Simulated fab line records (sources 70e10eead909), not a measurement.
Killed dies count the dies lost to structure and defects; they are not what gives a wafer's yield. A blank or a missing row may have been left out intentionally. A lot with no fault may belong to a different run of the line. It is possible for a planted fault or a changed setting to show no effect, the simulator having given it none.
fab line records	flow nand_harc	part 2 of 2: steps 25 to 30 of 30
[record] lots = 5	wafers = 15	last_day = 31
route steps=1302 shown A_STAIRCASE@641
lots untouched by any fault: they come from a run of this same line in which no faults occurred
start_h: hours from the record's first day to the start of the lot's first wafer shown	wait_h: hours since the lot's step before	" identical to the entry in the row above	L1.1+2: a single row standing in for several wafers	- no value, or no start given	* or withheld: withheld	< > ~ a bound
route shown NAME@n: names a module that has steps shown in the file, with the first one's number in the route	usual: the fault-free wafers' mean and standard deviation	same: alike in all rows	chamber/n: place in a boat	sites: each site's reading	_std_site: standard deviation across them	_edge_site: outer sites' mean less inner sites'	radius_mm: for every site, how far away it sits from the centre of the wafer	mask NAME#n: copy n	behind: the most recent tool/chamber to have shaped the wafer	hold: what put the lot on hold/how long, in hours/how the hold closed	device: transistor that didn't switch, given as n, p or np	end of line: the tests these same wafers got at the end of their route	for a step that has no rows: nothing shown but its recipe	killed: not the wafer's yield, but the dies lost to structure and defects at the first sort	map: the dies of a wafer, with x for killed, . for not killed, _ for no die there
set.NAME: the setting that was run; set.NAME@STEP: the one run at that earlier step	model.NAME: the simulator's own value behind a step, which no gauge read
a table for each step, a row for each wafer; lots at some steps of the route
services: when a tool's chamber went out of use (start_h, in hours from the record's first day, below 0 if earlier), for how many hours, and the reason
[[steps]]
[step NHARC_A_STAIRCASE_DESCUM_11]
[recipe] time_s = 3	o2_flow_sccm = 200	ar_flow_sccm = 0	bias_power_w = 0	chemistry = O2
[usual] drypump_motor_current_A = 5.7/0.58	oes_product_au = 1.003/0.01	rf_vpp_V = 57.7/0.94	showerhead_plenum_p_Torr = 1.87/0.073	throttle_valve_pct = 11.310/0.009
lot.wafer	tool	chamber	start_h	wait_h	drypump_motor_current_A	oes_product_au	rf_hours_counter_h	rf_vpp_V	showerhead_plenum_p_Torr	throttle_valve_pct
L075.2	rie_diel-10	2	371.13	-	5.1	0.995	50	58.1	1.83	11.316
L075.5	"	3	"	"	5.4	1.015	-	58.3	2.03	11.311
L075.6	"	0	"	"	5.3	1.013	-	58.7	1.86	11.305
L082.1	rie_diel-10	3	451.31	-	5.4	1.011	5	57.2	2.02	11.308
L082.4	"	2	"	"	5.1	1.018	5	59.0	1.82	11.308
L082.5	"	3	"	"	5.3	1.017	-	57.9	2.02	11.313
L078.2	rie_diel-01	3	455.28	-	6.2	0.994	18	57.6	1.88	11.297
L078.4	"	0	"	"	6.7	0.998	19	59.6	1.98	11.317
L078.6	"	2	"	"	4.8	1.016	-	56.8	1.88	11.317
L088.1	rie_diel-10	1	494.89	-	5.8	0.994	20	57.5	1.78	11.334
L088.2	"	3	"	"	5.4	1.010	19	59.3	2.02	11.305
L088.6	"	1	"	"	5.8	0.991	-	57.1	1.78	11.295
L092.2	rie_diel-06	1	534.06	-	6.1	0.986	19	58.5	1.92	11.324
L092.4	"	3	"	"	5.4	0.990	18	57.8	1.87	11.324
L092.3	"	0	"	"	6.8	0.993	18	56.5	1.85	11.309
[step NHARC_A_STAIRCASE_TRIM_12]
[recipe] time_s = 211.2	o2_flow_sccm = 500	ar_flow_sccm = 0	bias_w = 0	chemistry = O2
[usual] drypump_motor_current_A = 5.8/0.59	oes_product_au = 1.001/0.01	rf_vpp_V = 57.6/0.88	showerhead_plenum_p_Torr = 3.46/0.12	throttle_valve_pct = 17.035/0.0084
[same] bias_w = 0
lot.wafer	tool	chamber	start_h	wait_h	drypump_motor_current_A	oes_product_au	rf_hours_counter_h	rf_vpp_V	showerhead_plenum_p_Torr	throttle_valve_pct
L075.2	rie_diel-10	0	371.19	0.1	5.4	1.014	53	57.5	3.43	17.032
L075.6	"	0	"	"	5.4	1.018	-	57.0	3.43	17.021
L075.5	"	1	"	"	5.8	1.013	-	57.8	3.32	17.029
L082.1	rie_diel-10	1	451.42	0.1	5.8	1.002	8	58.4	3.31	17.051
L082.4	"	2	"	"	5.1	1.031	5	56.0	3.37	17.027
L082.5	"	3	"	"	5.3	0.998	-	59.0	3.71	17.027
L078.2	rie_diel-01	0	455.35	0.1	6.7	0.997	19	59.0	3.64	17.023
L078.4	"	1	"	"	6.4	1.000	16	57.9	3.36	17.032
L078.6	"	1	"	"	6.4	1.014	-	57.9	3.36	17.034
L088.1	rie_diel-10	1	494.99	0.1	5.8	1.000	20	56.6	3.31	17.035
L088.2	"	2	"	"	5.1	1.013	18	58.0	3.36	17.027
L088.6	"	0	"	"	5.4	1.001	-	55.8	3.42	17.027
L092.3	rie_diel-06	2	534.14	0.1	5.9	0.985	18	57.4	3.33	17.033
L092.4	"	0	"	"	6.8	0.991	18	57.7	3.42	17.041
L092.2	"	1	"	"	6.2	1.001	19	58.6	3.54	17.032
[step NHARC_A_STAIRCASE_ETCH_13]
[recipe] target_depth_a = 1000	time_s = 40.5	ion_energy_ev = 400	c4f8_flow_sccm = 20	o2_flow_sccm = 10	ar_flow_sccm = withheld	rf_w = 600	bias_w = 1000	chemistry = C4F8/O2
[usual] bias_w = 1000.1/3	oes_product_au = 0.945/0.013	rf_vpp_V = 893/4.6
lot.wafer	tool	chamber	start_h	wait_h	bias_w	oes_product_au	rf_hours_counter_h	rf_vpp_V
L075.2	rie_diel-10	0	-	-	994.8	0.954	53	893
L075.6	"	2	"	"	1003.9	0.956	-	892
L075.5	"	3	"	"	994.5	0.956	-	904
L082.4	rie_diel-10	2	-	-	1003.9	0.977	5	888
L082.1	"	0	"	"	1004.1	0.954	7	893
L082.5	"	2	"	"	998.4	0.971	-	889
L078.2	rie_diel-01	2	-	-	1000.2	0.948	15	894
L078.4	"	0	"	"	1000.3	0.955	19	899
L078.6	"	3	"	"	996.8	0.942	-	893
L088.1	rie_diel-10	2	-	-	1000.8	0.962	18	890
L088.2	"	3	"	"	997.6	0.973	19	902
L088.6	"	3	"	"	1003.9	0.970	-	902
L092.3	rie_diel-06	1	-	-	999.8	0.934	19	896
L092.4	"	2	"	"	1000.7	0.935	19	888
L092.2	"	3	"	"	1002.1	0.933	18	895
[step NHARC_A_STAIRCASE_TRIM_14]
[recipe] time_s = 211.2	o2_flow_sccm = 500	ar_flow_sccm = 0	bias_w = 0	chemistry = O2
[usual] drypump_motor_current_A = 5.7/0.58	oes_product_au = 1.000/0.0094	rf_vpp_V = 57.6/0.92	showerhead_plenum_p_Torr = 3.47/0.13	throttle_valve_pct = 17.036/0.0078
[same] bias_w = 0
lot.wafer	tool	chamber	start_h	wait_h	drypump_motor_current_A	oes_product_au	rf_hours_counter_h	rf_vpp_V	showerhead_plenum_p_Torr	throttle_valve_pct
L075.2	rie_diel-10	1	-	-	5.9	0.999	56	56.5	3.32	17.030
L075.6	"	2	"	"	5.1	1.001	-	57.3	3.38	17.032
L075.5	"	3	"	"	5.4	0.998	-	58.0	3.72	17.037
L082.1	rie_diel-10	1	-	-	5.8	1.004	8	57.4	3.31	17.030
L082.4	"	2	"	"	5.1	1.016	5	56.8	3.37	17.055
L082.5	"	0	"	"	5.4	1.010	-	58.9	3.42	17.019
L078.4	rie_diel-01	3	-	-	6.1	1.006	18	57.4	3.47	17.027
L078.2	"	1	"	"	6.3	1.008	16	59.2	3.36	17.043
L078.6	"	3	"	"	6.1	1.000	-	57.2	3.47	17.034
L088.1	rie_diel-10	3	-	-	5.4	1.017	19	57.9	3.71	17.045
L088.2	"	1	"	"	5.8	0.998	21	56.7	3.31	17.031
L088.6	"	2	"	"	5.1	1.019	-	59.0	3.36	17.041
L092.4	rie_diel-06	0	-	-	6.8	1.007	18	59.2	3.42	17.042
L092.3	"	2	"	"	5.9	1.001	19	58.1	3.33	17.037
L092.2	"	3	"	"	5.5	0.975	18	57.3	3.45	17.034
[step NHARC_A_STAIRCASE_ETCH_15]
[recipe] target_depth_a = 1000	time_s = 40.5	ion_energy_ev = 400	c4f8_flow_sccm = 20	o2_flow_sccm = 10	ar_flow_sccm = withheld	rf_w = 600	bias_w = 1000	chemistry = C4F8/O2
[usual] bias_w = 1000/3.3	oes_product_au = 0.944/0.013	rf_vpp_V = 893/4.6
lot.wafer	tool	chamber	start_h	wait_h	bias_w	oes_product_au	rf_hours_counter_h	rf_vpp_V
L075.2	rie_diel-10	2	-	-	1001	0.946	50	889
L075.6	"	1	"	"	997	0.957	-	887
L075.5	"	2	"	"	999	0.941	-	890
L082.4	rie_diel-10	3	-	-	1000	0.949	5	903
L082.1	"	1	"	"	1004	0.964	8	887
L082.5	"	3	"	"	998	0.945	-	903
L078.4	rie_diel-01	1	-	-	1003	0.940	16	889
L078.2	"	2	"	"	1008	0.953	15	894
L078.6	"	2	"	"	1002	0.948	-	894
L088.1	rie_diel-10	2	-	-	1001	0.959	19	890
L088.2	"	3	"	"	1004	0.959	19	902
L088.6	"	2	"	"	1004	0.960	-	890
L092.2	rie_diel-06	1	-	-	999	0.936	19	897
L092.3	"	2	"	"	1000	0.934	19	888
L092.4	"	3	"	"	993	0.925	18	893
[step NHARC_A_STAIRCASE_TRIM_16]
[recipe] time_s = 211.2	o2_flow_sccm = 500	ar_flow_sccm = 0	bias_w = 0	chemistry = O2
[usual] drypump_motor_current_A = 5.7/0.58	oes_product_au = 1.001/0.01	rf_vpp_V = 57.5/0.85	showerhead_plenum_p_Torr = 3.45/0.13	throttle_valve_pct = 17.037/0.0083
[same] bias_w = 0
lot.wafer	tool	chamber	start_h	wait_h	drypump_motor_current_A	oes_product_au	rf_hours_counter_h	rf_vpp_V	showerhead_plenum_p_Torr	throttle_valve_pct
L075.2	rie_diel-10	2	-	-	5.1	1.016	50	57.6	3.38	17.038
L075.5	"	2	"	"	5.1	1.008	-	58.2	3.38	17.036
L075.6	"	3	"	"	5.4	1.008	-	58.5	3.72	17.029
L082.4	rie_diel-10	1	-	-	5.8	1.005	8	57.6	3.31	17.031
L082.1	"	3	"	"	5.4	1.017	5	58.9	3.71	17.048
L082.5	"	2	"	"	5.1	1.021	-	58.7	3.37	17.033
L078.2	rie_diel-01	1	-	-	6.4	1.001	16	56.6	3.36	17.038
L078.4	"	0	"	"	6.7	1.007	19	57.9	3.64	17.037
L078.6	"	2	"	"	4.8	1.008	-	58.1	3.47	17.024
L088.1	rie_diel-10	1	-	-	5.8	1.004	21	57.5	3.31	17.044
L088.2	"	3	"	"	5.4	1.012	19	57.4	3.71	17.043
L088.6	"	1	"	"	5.9	0.991	-	57.0	3.31	17.030
L092.4	rie_diel-06	3	-	-	5.4	0.986	18	59.3	3.45	17.044
L092.2	"	0	"	"	6.8	1.002	19	56.5	3.42	17.035
L092.3	"	1	"	"	6.2	0.992	19	57.2	3.54	17.039
[[services]]
tool	chamber	start_h	hours	kind
wet_bench-09	-	352.80	8.0	pm
rie_diel-06	-	356.51	0.1	repair
krf_scanner-04	-	360.21	4.0	pm
rie_diel-01	-	380.80	9.0	pm
rie_diel-10	1	382.42	5.0	repair
plasma_asher-01	-	389.65	4.0	repair
krf_scanner-03	-	396.00	4.0	pm
litho_track-02	-	402.00	7.0	pm
wet_bench-04	-	403.20	8.0	pm
rie_diel-10	0	406.59	3.3	repair
plasma_asher-02	-	413.24	14.6	repair
rie_diel-10	-	419.56	9.0	pm
litho_track-07	-	426.00	7.0	pm
plasma_asher-02	-	427.87	9.0	pm
wet_bench-01	-	453.60	8.0	pm
litho_track-05	-	474.00	7.0	pm
krf_scanner-03	-	480.91	2.1	repair
rie_diel-10	0	483.51	6.6	repair
krf_scanner-01	-	484.00	4.0	pm
rie_diel-06	-	484.27	9.0	pm
krf_scanner-03	-	517.20	5.6	repair
plasma_asher-01	-	519.00	9.0	pm
krf_scanner-01	-	525.08	0.8	repair
wet_bench-09	-	528.80	8.0	pm
